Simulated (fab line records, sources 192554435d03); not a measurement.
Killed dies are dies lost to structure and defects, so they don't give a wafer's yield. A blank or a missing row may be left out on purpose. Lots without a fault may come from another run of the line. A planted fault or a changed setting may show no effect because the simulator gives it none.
fab line records | flow n5_finfet | part 2 of 2: steps 14 to 30 of 30
record lots=5 wafers=15 last_day=19
route steps=1938 shown FIN_SAQP@135 FIN_CUT@154
lots that met no fault: from a run of the same line without faults
start_h: hours from the record's first day to the start of the lot's first wafer shown | wait_h: hours since the lot's step before | " the same as in the row above | L1.1+2: a row that stands for several wafers | - no value, or no start given | * or withheld: withheld | < > ~ a bound
route shown NAME@n: a module of which the file shows steps, and the number in the route of the first | usual: mean/standard deviation of fault-free wafers | same: alike in all rows | chamber/n: place in a boat | sites: the reading at each site | _std_site: their standard deviation | _edge_site: outer sites' mean less inner sites' | radius_mm: how far each site lies from the wafer's centre | mask NAME#n: copy n | behind: the tool/chamber that last shaped the wafer | hold: why the lot was held/for how many hours/how that ended | device: the transistor (n, p or np) that didn't switch | end of line: the same wafers' tests at the end of the route | a step without rows: its recipe alone | killed: dies lost to structure and defects at the first sort, not the wafer's yield | map: a wafer's dies, x killed, . not, _ none there
set.NAME: the setting as run; set.NAME@STEP: as run at that earlier step | model.NAME: the simulator's own value behind a step, which no gauge read
lots at some steps of the route; a table a step, a row a wafer
services: from which hour (start_h, from the record's first day; less than 0 if before it) a tool's chamber was out of use, for how many hours, and why
## steps
# step N5_FIN_SAQP_CD_MEAS_37
# recipe target_cd_nm=8 polarity=line
# usual cd_nm=8.10/0.23
# columns lot.wafer tool chamber start_h wait_h cd_nm
L074.2 cd_sem-01 - 26.25 0.1 8.50
L074.3 " - " " 7.83
L074.5 " - " " 7.79
L080.1 cd_sem-02 - 61.43 0.1 8.22
L080.3 " - " " 7.98
L080.6 " - " " 7.72
L081.3 cd_sem-02 - 67.61 0.1 8.43
L081.4 " - " " 7.49
L081.5 " - " " 7.88
L087.3 cd_sem-01 - 105.50 0.1 8.17
L087.4 " - " " 7.93
L087.6 " - " " 8.04
L091.1 cd_sem-02 - 129.58 0.1 8.49
L091.3 " - " " 7.99
L091.4 " - " " 7.78
# step N5_FIN_SAQP_PRECLEAN_38
# recipe chemistry=O3/DIW time_s=45 temp_c=22 o3_ppm=10
# columns lot.wafer tool chamber start_h wait_h
L074.2+3+5 wet_bench-01 4,7,3 26.29 0.0
L080.1+3+6 wet_bench-01 4,1,3 61.47 0.0
L081.3+4+5 wet_bench-05 6,0,1 67.65 0.0
L087.3+4+6 wet_bench-01 5,1,4 105.54 0.0
L091.1+3+4 wet_bench-01 0,3,1 129.62 0.0
# step N5_FIN_SAQP_PRECLEAN_45
# recipe chemistry=dHF time_s=10 dilution=500:1 temp_c=25
# columns lot.wafer tool chamber start_h wait_h
L074.2+3+5 wet_bench-01 4,7,3 26.30 0.0
L080.1+3+6 wet_bench-01 4,1,3 61.49 0.0
L081.3+4+5 wet_bench-05 6,0,1 67.67 0.0
L087.3+4+6 wet_bench-01 5,1,4 105.55 0.0
L091.1+3+4 wet_bench-01 0,3,1 129.64 0.0
# step N5_FIN_SAQP_SRD_39
# recipe dry=ipa_marangoni time_s=30 temp_c=23 rinse_liquid=diw
# columns lot.wafer tool chamber start_h wait_h
L074.2+3+5 wet_bench-01 4,7,3 26.31 0.0
L080.1+3+6 wet_bench-01 4,1,3 61.49 0.0
L081.3+4+5 wet_bench-05 6,0,1 67.67 0.0
L087.3+4+6 wet_bench-01 5,1,4 105.56 0.0
L091.1+3+4 wet_bench-01 0,3,1 129.64 0.0
# step N5_FIN_SAQP_OCD_MEAS_76
# usual trench_depth_nm=119.8/1.7
# columns lot.wafer tool chamber start_h wait_h trench_depth_nm
L074.2 ocd-01 - 26.35 0.0 120.5
L074.3 " - " " 121.6
L074.5 " - " " 117.6
L080.1 ocd-02 - 61.53 0.0 118.8
L080.3 " - " " 120.9
L080.6 " - " " 120.4
L081.3 ocd-01 - 67.71 0.0 119.6
L081.4 " - " " 119.2
L081.5 " - " " 117.5
L087.3 ocd-01 - 105.60 0.0 117.4
L087.4 " - " " 120.4
L087.6 " - " " 117.8
L091.1 ocd-02 - 129.68 0.0 121.7
L091.3 " - " " 119.3
L091.4 " - " " 121.0
# step N5_FIN_SAQP_INSPECT_40
# recipe inspect_instrument=brightfield mode=aei
# usual raw_defect_count=230/59
# columns lot.wafer tool chamber start_h wait_h raw_defect_count
L074.2 defect_inspect-01 - 26.38 0.0 205
L074.3 " - " " 162
L074.5 " - " " 192
L080.1 defect_inspect-02 - 61.56 0.0 270
L080.3 " - " " 234
L080.6 " - " " 223
L081.3 defect_inspect-02 - 67.74 0.0 384
L081.4 " - " " 237
L081.5 " - " " 239
L087.3 defect_inspect-02 - 105.63 0.0 374
L087.4 " - " " 217
L087.6 " - " " 256
L091.1 defect_inspect-01 - 129.71 0.0 246
L091.3 " - " " 191
L091.4 " - " " 201
# step N5_FIN_CUT_COAT_18
# recipe resist=SOC temp_c=250 time_s=60 spin_rpm=1500 resist_thk_nm=230
# columns lot.wafer tool chamber start_h wait_h
L074.2+3+5 litho_track-03 0 26.41 0.0
L080.1+3+6 litho_track-03 0 61.59 0.0
L081.3+4+5 litho_track-04 0 67.77 0.0
L087.3+4+6 litho_track-05 0 105.66 0.0
L091.1+3+4 litho_track-05 0 129.74 0.0
# step N5_FIN_CUT_COAT_19
# recipe resist=SiARC temp_c=220 time_s=60 spin_rpm=1500 resist_thk_nm=20
# columns lot.wafer tool chamber start_h wait_h
L074.2+3+5 litho_track-03 0 - -
L080.1+3+6 litho_track-03 0 - -
L081.3+4+5 litho_track-04 0 - -
L087.3+4+6 litho_track-05 0 - -
L091.1+3+4 litho_track-05 0 - -
# step N5_FIN_CUT_COAT_29
# recipe resist=underlayer temp_c=205 time_s=60 spin_rpm=1500 resist_thk_nm=10
# columns lot.wafer tool chamber start_h wait_h
L074.2+3+5 litho_track-03 0 - -
L080.1+3+6 litho_track-03 0 - -
L081.3+4+5 litho_track-04 0 - -
L087.3+4+6 litho_track-05 0 - -
L091.1+3+4 litho_track-05 0 - -
# step N5_FIN_CUT_COAT_02
# recipe resist=CAR-EUV spin_rpm=1500 resist_thk_nm=30
# columns lot.wafer tool chamber start_h wait_h
L074.2+3+5 litho_track-03 0 - -
L080.1+3+6 litho_track-03 0 - -
L081.3+4+5 litho_track-04 0 - -
L087.3+4+6 litho_track-05 0 - -
L091.1+3+4 litho_track-05 0 - -
# step N5_FIN_CUT_EBR_04
# recipe solvent=PGMEA ebr_width_mm=1.5
# columns lot.wafer tool chamber start_h wait_h
L074.2+3+5 litho_track-03 0 - -
L080.1+3+6 litho_track-03 0 - -
L081.3+4+5 litho_track-04 0 - -
L087.3+4+6 litho_track-05 0 - -
L091.1+3+4 litho_track-05 0 - -
# step N5_FIN_CUT_SOFTBAKE_03
# recipe temp_c=110 time_s=60 resist=CAR-EUV
# columns lot.wafer tool chamber start_h wait_h
L074.2+3+5 litho_track-03 0 - -
L080.1+3+6 litho_track-03 0 - -
L081.3+4+5 litho_track-04 0 - -
L087.3+4+6 litho_track-05 0 - -
L091.1+3+4 litho_track-05 0 - -
# step N5_FIN_CUT_EXPOSE_05
# recipe mask_id=FIN_CUT na=0.33 source_shape=annular sigma_inner=0.35 sigma_outer=0.8 polarization=unpolarized dose_mj=45.75
# same na=0.33 sigma_inner=0.35
# columns lot.wafer tool chamber start_h wait_h mask
L074.2+3+5 euv_scanner-01 0 26.68 - FIN_CUT#0
L080.1+3+6 euv_scanner-02 0 61.73 - FIN_CUT#0
L081.3+4+5 euv_scanner-01 0 68.05 - FIN_CUT#0
L087.3+4+6 euv_scanner-02 0 105.94 - FIN_CUT#0
L091.1+3+4 euv_scanner-01 0 129.88 - FIN_CUT#0
# step N5_FIN_CUT_PEB_06
# recipe peb_temp_c=100 peb_time_s=60 resist=CAR-EUV
# columns lot.wafer tool chamber start_h wait_h
L074.2+3+5 litho_track-04 0 26.74 0.1
L080.1+3+6 litho_track-05 0 61.79 0.1
L081.3+4+5 litho_track-03 0 68.10 0.0
L087.3+4+6 litho_track-03 0 105.99 0.0
L091.1+3+4 litho_track-03 0 129.95 0.1
# step N5_FIN_CUT_DEVELOP_07
# recipe develop_time_s=30 developer=TMAH resist=CAR-EUV rinse_liquid=surfactant_rinse dry=air_spin dev_temp_c=23
# columns lot.wafer tool chamber start_h wait_h
L074.2+3+5 litho_track-04 0 - -
L080.1+3+6 litho_track-05 0 - -
L081.3+4+5 litho_track-03 0 - -
L087.3+4+6 litho_track-03 0 - -
L091.1+3+4 litho_track-03 0 - -
# step N5_FIN_CUT_CD_MEAS_08
# recipe target_cd_nm=29.1 landing_energy_ev=500 detector=se_inlens polarity=opening
# usual cd_nm=29.14/0.24
# columns lot.wafer tool chamber start_h wait_h cd_nm
L074.2 cd_sem-02 0 26.81 - 29.00
L074.3 " 0 " " 29.05
L074.5 " 0 " " 29.20
L080.1 cd_sem-02 0 61.86 - 29.31
L080.3 " 0 " " 29.08
L080.6 " 0 " " 28.98
L081.3 cd_sem-01 0 68.17 - 29.13
L081.4 " 0 " " 29.13
L081.5 " 0 " " 29.16
L087.3 cd_sem-03 0 106.06 - 29.17
L087.4 " 0 " " 28.91
L087.6 " 0 " " 29.23
L091.1 cd_sem-02 0 130.01 - 28.89
L091.3 " 0 " " 29.02
L091.4 " 0 " " 29.19
# step N5_FIN_CUT_OVL_MEAS_09
# recipe points_per_wafer=522
# usual FIN_CUT_OVL=-0.3/0.72
# columns lot.wafer tool chamber start_h wait_h FIN_CUT_OVL[nm]
L074.2 overlay-02 0 26.84 0.0 0.6
L074.3 " 0 " " -1.3
L074.5 " 0 " " -1.1
L080.1 overlay-02 0 61.89 0.0 -0.2
L080.3 " 0 " " 0.5
L080.6 " 0 " " 0.6
L081.3 overlay-02 0 68.21 0.0 -1.3
L081.4 " 0 " " 0.4
L081.5 " 0 " " -0.7
L087.3 overlay-01 0 106.10 0.0 -0.3
L087.4 " 0 " " -0.1
L087.6 " 0 " " -0.7
L091.1 overlay-01 0 130.04 0.0 -0.4
L091.3 " 0 " " 0.5
L091.4 " 0 " " -0.2
## services
# columns tool chamber start_h hours kind
rie_diel-01 2 0.25 4.0 repair
rie_diel-03 3 3.77 3.7 repair
euv_scanner-02 - 8.26 0.4 repair
euv_scanner-02 - 22.11 4.6 pm
rie_diel-01 3 22.47 13.9 repair
rie_si-05 - 26.41 2.8 pm
euv_scanner-02 - 27.54 3.5 repair
euv_scanner-02 - 41.87 1.0 pm
euv_scanner-01 - 51.65 4.6 pm
rie_diel-05 2 60.15 2.0 repair
euv_scanner-01 - 78.42 1.0 pm
rie_diel-05 1 84.10 21.9 repair
ald_sin-01 - 85.46 14.0 pm
euv_scanner-02 - 87.21 1.1 repair
euv_scanner-01 - 95.39 0.4 repair
rie_diel-05 3 96.30 1.8 repair
euv_scanner-02 - 98.06 1.0 pm
rie_diel-05 2 100.11 16.3 repair
euv_scanner-01 - 107.84 5.8 pm
ald_sin-01 - 110.18 2.8 pm
ald_sin-03 - 110.86 1.4 repair
euv_scanner-01 - 115.13 0.2 repair
vapor_etch-02 - 118.34 0.1 repair
rie_diel-05 3 119.45 6.4 repair
